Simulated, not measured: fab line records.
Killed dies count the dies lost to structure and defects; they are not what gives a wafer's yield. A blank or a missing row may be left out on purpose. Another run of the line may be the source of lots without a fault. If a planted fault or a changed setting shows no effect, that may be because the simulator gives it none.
Chamber matching | flow n5-finfet | N5_PASSIVATION_PECVD_01 on pecvd-03 has 3 sister chambers
The step deposits SiNx from SiH4/NH3/N2, target thk 200 nm, time 43.2 s. 18 wafers are shown with their chamber, then 9 later ones without.

== EACH WAFER AND ITS CHAMBER ==
wafer  | chamber | throttle-valve-pct (%) | showerhead-plenum-p-Torr (Torr) | heater-power-w (W)
L076.1 | 2       | 29.0                   | 8.58                            | 559
L076.4 | 2       | 29.1                   | 8.58                            | 568
L076.5 | 2       | 28.8                   | 8.59                            | 594
L083.2 | 2       | 29.2                   | 8.59                            | 743
L083.5 | 2       | 29.1                   | 8.58                            | 549
L083.6 | 0       | 34.3                   | 8.77                            | 572
L080.1 | 0       | 34.0                   | 8.74                            | 450
L080.3 | 1       | 27.5                   | 8.76                            | 437
L080.6 | 2       | 28.9                   | 8.59                            | 676
L084.1 | 1       | 27.7                   | 8.74                            | 415
L084.4 | 2       | 29.2                   | 8.60                            | 688
L084.6 | 0       | 34.1                   | 8.77                            | 520
L087.1 | 2       | 29.0                   | 8.61                            | 755
L087.2 | 0       | 34.1                   | 8.74                            | 568
L087.4 | 0       | 34.3                   | 8.81                            | 587
L089.1 | 0       | 33.9                   | 8.77                            | 529
L089.2 | 1       | 27.7                   | 8.75                            | 337
L089.6 | 0       | 34.2                   | 8.76                            | 534

SIGNATURES, as means of the wafers listed above
reading                  | chamber 0 | chamber 1 | chamber 2 | scatter within a chamber
throttle-valve-pct       | 34.129    | 27.633    | 29.038    | 0.141
showerhead-plenum-p-Torr | 8.7657    | 8.7500    | 8.5900    | 0.0171
heater-power-w           | 537.14    | 396.33    | 641.50    | 67.2
Rule: a wafer's distance from a chamber is the root of the sum, over the readings, of the square of ((its reading less the chamber's mean) divided by the reading's scatter). If the next closest chamber is less than 2 further off than the closest, the wafer can't be placed; otherwise it belongs to the closest. How the scatter is found: for the shown wafers, subtract from each reading the mean of its chamber, square and add these, divide the total by (wafers less chambers), then take the root.

== WAFERS MISSING THEIR CHAMBER ==
wafer  | throttle-valve-pct (%) | showerhead-plenum-p-Torr (Torr) | heater-power-w (W)
L086.2 | 34.1                   | 8.78                            | 574
L086.4 | 29.2                   | 8.59                            | 717
L086.6 | 27.9                   | 8.76                            | 411
L093.3 | 28.0                   | 8.76                            | 438
L093.4 | 29.2                   | 8.61                            | 665
L093.6 | 34.1                   | 8.79                            | 578
L090.1 | 27.5                   | 8.77                            | 461
L090.3 | 34.4                   | 8.78                            | 577
L090.5 | 27.8                   | 8.74                            | 450

== WHICH CHAMBER EACH WENT THROUGH ==
wafer  | from the rows above | in truth
L086.2 | 0                   | 0
L086.4 | 2                   | 2
L086.6 | 1                   | 1
L093.3 | 1                   | 1
L093.4 | 2                   | 2
L093.6 | 0                   | 0
L090.1 | 1                   | 1
L090.3 | 0                   | 0
L090.5 | 1                   | 1
Correctly placed: 9 of 9. Left unplaced by these rows: 0. Placed wrongly: 0.
